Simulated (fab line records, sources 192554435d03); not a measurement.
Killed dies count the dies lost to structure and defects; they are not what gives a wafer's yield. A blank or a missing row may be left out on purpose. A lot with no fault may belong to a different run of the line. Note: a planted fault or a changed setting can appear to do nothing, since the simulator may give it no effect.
Code-filled problem report in 8D (eight disciplines) form | flow n5_finfet | the parts of the form that need people (team, actions taken, sign-off) are left out

== 1. WHAT IS WRONG ==
Wafers without a fault read 1499.9 rpm, standard deviation 0.98; spin_speed_rpm at N5_GATE_CUT_COAT_07 reads a mean of 1738.3 rpm on 6 wafers belonging to 2 lots. So: +99 or more standard deviations from the usual mean.
The step: resist thk 30 nm.
First seen on wafer L396.1, day 5 17:01, on litho_track-03. At this step, 30 wafers from 10 lots have a number in the record. By rule, "out" or "out of limits" means more than 4 standard deviations away from the usual mean. All remaining wafers that have a number are taken as sound.

== 2. WHAT IT IS, AND WHAT IT ISN'T ==
question                    | is                     | is not
which readings at this step | spin_speed_rpm         | -
which lots                  | L396, L397             | L392, L395, L406, L407, L408, L409, L410, L413
which wafers of those lots  | all that have a number | -
read on which tools         | litho_track-03         | litho_track-01, litho_track-04
when                        | from day 5 17:01       | up to then (6 sound wafers); but 18 sound wafers of L406, L407, L408, L409, L410, L413 came after

== 3. THE SUSPECTS, EACH WITH WHAT RULES IT OUT ==
Counting: a tool stays on the suspect list if, at a process step up to the reading, it processed all lots that are out and no sound lot following the first of them.
- pecvd-02 at N5_GATE_CUT_PECVD_57 (deposits SiNx from SiH4/NH3/N2, target thk 21 nm): ruled out as a lasting fault. After its first lot that is out, L396 (day 5 16:32), sound lots L407, L408, L410, L413 ran on it.
- litho_track-03 at N5_GATE_CUT_COAT_07 (resist thk 30 nm): ruled out as a lasting fault. After its first lot that is out, L396 (day 5 17:01), sound lots L410 ran on it.
Left after counting: nothing in the record.

== 4. THE CAUSE (what the simulator had put in) ==
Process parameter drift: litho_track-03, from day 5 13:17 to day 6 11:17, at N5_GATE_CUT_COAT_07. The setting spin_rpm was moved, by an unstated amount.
Counting ruled it out, wrongly.

== 5. SEQUENCE OF EFFECTS, ordered by route ==
Each row: a reading where the mean over the struck wafers with a number is more than 3 standard deviations away from the usual. Readings are gone through only where the record gives a usual standard deviation; hours: the median, over the lots, of the time from a lot's start at the first step in this table giving one to that lot's start at this step; sigmas: the change measured in usual standard deviations.
hours | step                | reading        | usual      | on struck wafers | change | sigmas
0     | N5_GATE_CUT_COAT_07 | spin_speed_rpm | 1499.9 rpm | 1738.3           | +238.4 | +99 or more
Process steps it contains:
- N5_GATE_CUT_COAT_07: resist thk 30 nm.
Later steps that measure or inspect, where all struck wafers having a row at the step show a number for every such reading and not one has moved that far: N5_GATE_CUT_OVL_MEAS_14, N5_BEOL_M4_RC_MEAS_101.

== 6. HOW IT WOULD HAVE BEEN CAUGHT EARLIER ==
In this record no reading fell out of limits until day 5 17:01, 4 hours after the fault had begun at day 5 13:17.
